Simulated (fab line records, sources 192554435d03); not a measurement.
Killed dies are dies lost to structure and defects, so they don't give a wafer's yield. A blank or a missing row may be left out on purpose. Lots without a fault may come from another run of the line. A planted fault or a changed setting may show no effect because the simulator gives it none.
fab line records | flow n5_finfet
record lots=12 wafers=33 last_day=18
route steps=1938 shown SDB@356 DUMMY_REMOVAL@378
lots that met no fault: from a run of the same line without faults
start_h: hours from the record's first day to the start of the lot's first wafer shown | wait_h: hours since the lot's step before | " the same as in the row above | L1.1+2: a row that stands for several wafers | - no value, or no start given | * or withheld: withheld | < > ~ a bound
route shown NAME@n: a module of which the file shows steps, and the number in the route of the first | usual: mean/standard deviation of fault-free wafers | same: alike in all rows | chamber/n: place in a boat | sites: the reading at each site | _std_site: their standard deviation | _edge_site: outer sites' mean less inner sites' | radius_mm: how far each site lies from the wafer's centre | mask NAME#n: copy n | behind: the tool/chamber that last shaped the wafer | hold: why the lot was held/for how many hours/how that ended | device: the transistor (n, p or np) that didn't switch | end of line: the same wafers' tests at the end of the route | a step without rows: its recipe alone | killed: dies lost to structure and defects at the first sort, not the wafer's yield | map: a wafer's dies, x killed, . not, _ none there
set.NAME: the setting as run; set.NAME@STEP: as run at that earlier step | model.NAME: the simulator's own value behind a step, which no gauge read
steps of the route over a sample of lots; a table a step, a row a wafer
services: from which hour (start_h, from the record's first day; less than 0 if before it) a tool's chamber was out of use, for how many hours, and why
## steps
# step N5_SDB_CD_MEAS_11
# recipe target_cd_nm=50 landing_energy_ev=500 detector=se_inlens polarity=opening
# usual cd_nm=49.7/1.1
# same landing_energy_ev=500
# columns lot.wafer tool chamber start_h wait_h cd_nm
L348.2 cd_sem-03 0 70.28 - 51.1
L348.3 " 0 " " 49.8
L348.5 " 0 " " 48.8
L349.1 cd_sem-02 0 77.82 - 50.5
L349.2 " 0 " " 49.6
L349.4 " 0 " " 48.9
L351.2 cd_sem-01 0 88.62 - 49.3
L351.3 " 0 " " 48.5
L351.6 " 0 " " 48.1
L352.2 cd_sem-03 0 97.00 - 49.2
L352.3 " 0 " " 49.2
L352.4 " 0 " " 49.2
L353.2 cd_sem-02 0 101.16 - 48.3
L353.4 " 0 " " 47.8
L353.5 " 0 " " 46.7
L363.1 cd_sem-02 0 161.94 - 49.3
L363.2 " 0 " " 48.7
L365.1 cd_sem-01 0 176.15 - 49.5
L365.4 " 0 " " 49.3
L365.5 " 0 " " 48.4
L366.4 cd_sem-03 0 182.19 - 49.7
L366.6 " 0 " " 49.8
L367.2 cd_sem-01 0 187.27 - 49.3
L367.3 " 0 " " 48.6
L367.6 " 0 " " 51.6
L368.2 cd_sem-02 0 196.44 - 48.7
L368.4 " 0 " " 51.2
L368.5 " 0 " " 49.6
L370.2 cd_sem-01 0 205.75 - 50.1
L370.3 " 0 " " 50.5
L370.5 " 0 " " 50.8
L369.4 cd_sem-03 0 207.05 - 50.7
L369.6 " 0 " " 51.9
# step N5_SDB_STRIP_22
# recipe chemistry=N2/H2 power_w=1000 temp_c=250 h2_frac=0.65 overash_fraction=0.3 pressure_mtorr=withheld n2_flow_sccm=1750 h2_flow_sccm=3250
# usual drypump_motor_current_A=5.8/0.33 heater_power_w=353/35 oes_product_au=0.715/0.0043 strip_time_to_endpoint_s=96.1/0.37
# columns lot.wafer tool chamber start_h wait_h drypump_motor_current_A heater_power_w oes_product_au rf_hours_counter_h strip_time_to_endpoint_s
L348.2 plasma_asher-01 1 70.68 0.1 6.2 387 0.724 89 96.3
L348.3 " 1 " " 6.2 385 0.717 - 96.4
L348.5 " 0 " " 5.4 312 0.714 - 96.3
L349.1 plasma_asher-01 0 78.22 0.1 5.4 305 0.710 91 95.6
L349.2 " 1 " " 6.2 380 0.708 91 95.2
L349.4 " 0 " " 5.4 299 0.715 - 96.0
L351.2 plasma_asher-02 1 89.02 0.1 6.0 359 0.710 38 96.0
L351.3 " 0 " " 5.5 361 0.714 - 96.3
L351.6 " 0 " " 5.5 367 0.716 - 96.5
L352.2 plasma_asher-01 0 97.40 0.1 5.4 292 0.711 94 96.0
L352.3 " 0 " " 5.4 303 0.713 - 96.2
L352.4 " 1 " " 6.1 385 0.714 - 96.2
L353.2 plasma_asher-01 0 101.62 0.1 5.4 302 0.719 96 95.8
L353.4 " 1 " " 6.2 381 0.709 - 95.3
L353.5 " 1 " " 6.2 384 0.717 - 96.0
L363.1 plasma_asher-02 0 162.33 0.1 5.5 367 0.716 51 96.4
L363.2 " 1 " " 6.0 367 0.716 51 96.0
L365.1 plasma_asher-01 1 176.55 0.1 6.1 388 0.716 112 96.1
L365.4 " 0 " " 5.4 297 0.714 - 96.3
L365.5 " 1 " " 6.2 374 0.714 - 96.3
L366.4 plasma_asher-02 1 182.62 0.1 5.9 370 0.712 - 96.3
L366.6 " 1 " " 6.0 367 0.716 - 96.1
L367.2 plasma_asher-01 0 187.67 0.1 5.4 302 0.722 113 96.3
L367.3 " 1 " " 6.1 379 0.710 - 96.4
L367.6 " 0 " " 5.3 297 0.722 - 96.1
L368.2 plasma_asher-02 0 196.88 0.1 5.6 367 0.712 58 96.3
L368.4 " 0 " " 5.5 374 0.716 - 95.8
L368.5 " 1 " " 5.9 366 0.713 - 96.0
L370.2 plasma_asher-02 1 206.33 0.1 6.0 367 0.713 61 95.8
L370.3 " 0 " " 5.5 371 0.709 - 95.5
L370.5 " 1 " " 6.0 369 0.713 - 96.0
L369.4 plasma_asher-02 0 207.51 0.1 5.5 369 0.712 - 96.4
L369.6 " 0 " " 5.5 365 0.714 - 96.8
# step N5_SDB_CMP_30
# recipe stop_on=poly-Si t_overpolish_s=1.54 post_cmp_clean=alkaline_brush down_force_psi=4.1491 platen_rpm=51.796 pad_velocity_m_s=1.0306 target_thk_nm=30
# usual motor_current_A=11.5/1 overpolish_run_s=1.539/0.0096 platen_rpm=51.80/0.034 time_to_endpoint_s=18.2/2.7
# columns lot.wafer tool chamber start_h wait_h motor_current_A overpolish_run_s platen_rpm time_to_endpoint_s
L348.2 cmp-03 0 74.38 1.4 11.9 1.546 51.82 15.8
L348.3 " 2 " " 11.4 1.527 51.84 16.0
L348.5 " 0 " " 11.0 1.537 51.81 18.0
L349.4 cmp-02 1 81.45 1.4 11.0 1.544 51.83 16.8
L349.2 " 2 " " 9.4 1.540 51.83 19.3
L349.1 " 3 " " 11.5 1.541 51.83 20.5
L351.3 cmp-04 3 92.24 1.4 12.4 1.525 51.83 20.2
L351.2 " 0 " " 11.9 1.538 51.79 16.3
L351.6 " 0 " " 12.0 1.552 51.77 18.1
L352.4 cmp-04 0 101.98 1.4 11.0 1.533 51.85 16.3
L352.2 " 1 " " 13.2 1.531 51.78 20.8
L352.3 " 3 " " 12.3 1.537 51.83 22.2
L353.4 cmp-04 3 105.30 1.4 12.5 1.557 51.80 21.3
L353.2 " 1 " " 12.9 1.556 49.81 20.4
L353.5 " 3 " " 12.5 1.534 51.78 18.2
L363.1 cmp-03 2 165.57 1.4 11.4 1.540 51.87 14.4
L363.2 " 1 " " 10.8 1.538 51.83 21.1
L365.1 cmp-02 2 180.40 1.4 9.5 1.546 51.77 18.2
L365.4 " 3 " " 10.8 1.531 51.82 24.1
L365.5 " 1 " " 11.2 1.545 51.80 19.3
L366.4 cmp-03 2 186.30 1.5 11.2 1.544 51.82 16.0
L366.6 " 0 " " 11.5 1.526 51.79 16.1
L367.3 cmp-03 3 190.93 1.4 12.9 1.540 51.83 19.1
L367.2 " 0 " " 11.6 1.533 51.78 18.2
L367.6 " 2 " " 11.1 1.532 51.75 16.8
L368.2 cmp-04 0 201.68 1.4 11.5 1.541 51.89 14.1
L368.4 " 2 " " 10.6 1.541 51.81 13.2
L368.5 " 1 " " 13.9 1.532 51.81 16.2
L370.2 cmp-03 2 210.03 1.5 10.8 1.553 51.77 13.2
L370.3 " 1 " " 10.6 1.530 51.76 18.1
L370.5 " 3 " " 12.7 1.548 51.81 17.8
L369.4 cmp-02 2 210.69 1.4 9.0 1.547 51.79 20.7
L369.6 " 3 " " 11.1 1.539 51.81 24.6
# step N5_DUMMY_REMOVAL_STRIP_10
# recipe chemistry=N2/H2 time_s=40 power_w=100 temp_c=40 pressure_mtorr=100 rf_frequency_hz=6e+07 bias_power_w=3 n2_flow_sccm=300 h2_flow_sccm=300
# usual drypump_motor_current_A=5.6/0.4 oes_product_au=0.79/0.085 rf_vpp_V=45.3/0.9 showerhead_plenum_p_Torr=3.36/0.12 throttle_valve_pct=12.22/0.22
# columns lot.wafer tool chamber start_h wait_h drypump_motor_current_A oes_product_au rf_hours_counter_h rf_vpp_V showerhead_plenum_p_Torr throttle_valve_pct
L348.2 rie_diel-02 3 75.10 0.0 5.5 0.76 124 46.3 3.38 12.13
L348.3 " 0 " " 5.0 0.82 112 44.5 3.16 12.24
L348.5 " 0 " " 5.0 0.82 - 46.2 3.16 12.25
L349.1 rie_diel-03 2 81.87 0.0 5.7 0.91 24 46.8 3.44 12.04
L349.2 " 0 " " 5.4 0.74 153 45.0 3.37 12.56
L349.4 " 1 " " 5.8 0.70 232 44.1 3.49 12.59
L351.2 rie_diel-02 0 92.92 0.0 5.0 0.81 123 44.7 3.16 12.27
L351.3 " 2 " " 5.8 0.70 198 43.6 3.37 12.27
L351.6 " 2 " " 5.8 0.69 - 44.0 3.36 12.27
L352.2 rie_diel-02 2 102.37 0.0 5.8 0.69 202 45.3 3.36 12.28
L352.3 " 1 " " 5.2 0.97 4 45.0 3.32 11.82
L352.4 " 0 " " 5.0 0.80 126 43.6 3.15 12.28
L353.2 rie_diel-03 0 105.65 0.0 5.4 0.74 162 45.9 3.37 12.58
L353.4 " 2 " " 5.7 0.90 33 45.7 3.44 12.07
L353.5 " 1 " " 5.8 0.70 - 46.2 3.48 12.61
L363.1 rie_diel-04 3 165.96 0.0 6.0 1.01 0 44.5 3.32 11.84
L363.2 " 1 " " 6.2 0.81 93 44.8 3.41 12.08
L365.1 rie_diel-02 2 180.75 0.0 5.8 0.69 225 47.0 3.35 12.33
L365.4 " 3 " " 5.4 0.73 161 45.0 3.36 12.21
L365.5 " 1 " " 5.2 0.91 - 46.2 3.31 11.87
L366.4 rie_diel-02 1 186.74 0.0 5.2 0.91 27 45.4 3.31 11.88
L366.6 " 0 " " 5.0 0.77 - 43.7 3.14 12.34
L367.2 rie_diel-04 3 191.28 0.0 6.1 0.95 11 45.9 3.31 11.87
L367.3 " 1 " " 6.2 0.80 103 44.8 3.41 12.12
L367.6 " 2 " " 5.5 0.99 - 45.0 3.44 11.88
L368.2 rie_diel-02 0 202.07 0.0 5.0 0.77 154 44.4 3.14 12.36
L368.4 " 3 " " 5.4 0.73 167 46.4 3.36 12.23
L368.5 " 2 " " 5.8 0.68 - 46.6 3.35 12.35
L370.2 rie_diel-03 3 210.44 0.0 6.3 0.81 112 45.5 3.53 12.17
L370.3 " 1 " " 5.8 0.94 10 44.8 3.47 12.02
L370.5 " 0 " " 5.4 0.71 - 46.1 3.35 12.66
L369.4 rie_diel-02 2 211.15 0.0 5.8 0.69 - 44.6 3.35 12.36
L369.6 " 3 " " 5.4 0.73 - 46.3 3.36 12.24
## services
# columns tool chamber start_h hours kind
cmp-03 - 53.58 1.2 repair
cmp-02 - 60.17 4.0 pm
rie_diel-04 - 69.57 28.1 pm
cmp-04 - 69.77 5.2 pm
rie_diel-02 1 73.75 - clean
rie_diel-02 1 73.75 - consumable_replace:focus_ring
plasma_asher-02 - 76.29 0.6 repair
cmp-03 - 78.65 10.7 pm
cmp-04 - 79.54 0.7 repair
cmp-02 - 95.02 0.8 repair
rie_diel-02 - 102.59 2.8 pm
cmp-04 - 107.29 1.2 repair
cmp-03 - 116.87 4.2 pm
cmp-04 - 119.98 2.2 repair
cmp-03 - 126.97 0.4 repair
cmp-04 - 128.44 4.0 pm
rie_diel-03 1 144.94 3.3 repair
cmp-02 - 161.40 8.3 pm
cmp-04 - 185.04 3.2 repair
rie_diel-02 - 197.02 0.7 repair
cmp-03 - 200.43 2.5 repair
cmp-02 - 201.77 6.7 pm
rie_diel-02 1 204.40 10.7 repair
cmp-02 - 209.12 0.2 repair
## key
first_sign step=N5_SDB_CMP_30 reading=platen_rpm direction=down sigmas=59 usual=51.80 struck=49.81
effect none on later readings
met_at N5_SDB_CMP_30
struck_lots L353
struck_wafers L353.2
tester_left_out L353
not_acting_at N5_SDB_CD_MEAS_11,N5_SDB_STRIP_22,N5_DUMMY_REMOVAL_STRIP_10
onset_between 101.98 105.30
fault kind=process_parameter_drift tool=cmp-04 chamber=1 onset_h=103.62 steps=N5_SDB_CMP_30 channel=platen_rpm offset=-2.0718 shape=step end_h=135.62 acts_in=these_recipes_only stated=51.796
# tester_left_out: of these lots the tester's yield and bins aren't shown, on N5 and GAA mostly nor the transistor test; their killed dies are dies lost to structure and defects alone, not to doping, threshold or leakage, so they don't give the yield
